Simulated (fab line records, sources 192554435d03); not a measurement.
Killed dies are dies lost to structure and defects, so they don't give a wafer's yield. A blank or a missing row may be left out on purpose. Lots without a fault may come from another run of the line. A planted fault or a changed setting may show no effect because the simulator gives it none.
Which tool did it? | flow n5_finfet | 24 lots, 72 wafers sampled, at 1 step of a route of 1938

WHAT THE GAUGES READ, wafer by wafer
N5_GATE_CUT_INSPECT_15: inspects for defects (brightfield). Usual: raw_defect_count 140, standard deviation 47.
lot  | measured     | on                | raw_defect_count | flag
L074 | day 4 17:59  | defect_inspect-02 | 164 99 106       |
L075 | day 5 00:11  | defect_inspect-01 | 80 106 109       |
L076 | day 5 01:22  | defect_inspect-01 | 81 93 109        |
L078 | day 5 14:39  | defect_inspect-02 | 121 92 123       |
L077 | day 5 16:13  | defect_inspect-01 | 135 117 110      |
L079 | day 6 01:12  | defect_inspect-01 | 174 173 207      |
L080 | day 6 02:43  | defect_inspect-02 | 132 209 121      |
L081 | day 6 08:42  | defect_inspect-02 | 234 172 222      |
L082 | day 6 13:22  | defect_inspect-02 | 85 120 73        |
L083 | day 6 21:07  | defect_inspect-01 | 150 141 203      |
L084 | day 7 02:52  | defect_inspect-01 | 138 202 195      |
L085 | day 7 09:52  | defect_inspect-01 | 111 137 98       |
L086 | day 7 12:07  | defect_inspect-01 | 122 66 88        |
L087 | day 7 15:08  | defect_inspect-01 | 154 100 87       |
L088 | day 8 00:10  | defect_inspect-01 | 272 187 163      |
L089 | day 8 07:37  | defect_inspect-02 | 120 173 199      |
L090 | day 8 11:01  | defect_inspect-01 | 160 79 139       |
L091 | day 8 20:05  | defect_inspect-01 | 98 102 104       |
L092 | day 9 02:45  | defect_inspect-01 | 244 244 199      |
L093 | day 9 09:55  | defect_inspect-02 | 166 185 150      |
L094 | day 9 12:46  | defect_inspect-01 | 144 160 119      |
L095 | day 9 20:08  | defect_inspect-01 | 119 135 105      |
L096 | day 10 02:04 | defect_inspect-02 | 140 140 136      |
L097 | day 10 08:38 | defect_inspect-01 | 234 102 122      |

WHICH TOOL RAN EACH LOT (tool, then ch and the chambers of the sampled wafers, then the start)
The record holds no process step before these readings.

WHAT THE TOOLS THEMSELVES READ (means of the sampled wafers that have a number; where no wafer has one, the mark that the record gives instead)
The record holds no such reading with a usual standard deviation.

THE ANSWER, worked out from the rows above alone
Rule: a lot is off if the mean of its wafers that have a number lies more than 3 standard deviations from the usual mean. A lot without any number at a reading at which 4 lots or more have one is off too. The other lots that the step has rows for count as sound. The gauges are gone through in route order, then the tools' own readings, and for those a lot's mean is taken as printed above. The first step at which some lot is off is used, and at that step the reading that is off furthest; a lot without a number counts as furthest.
No lot is off at any reading shown: from this, nothing can be told.

WHAT THE SIMULATOR HAD PUT IN
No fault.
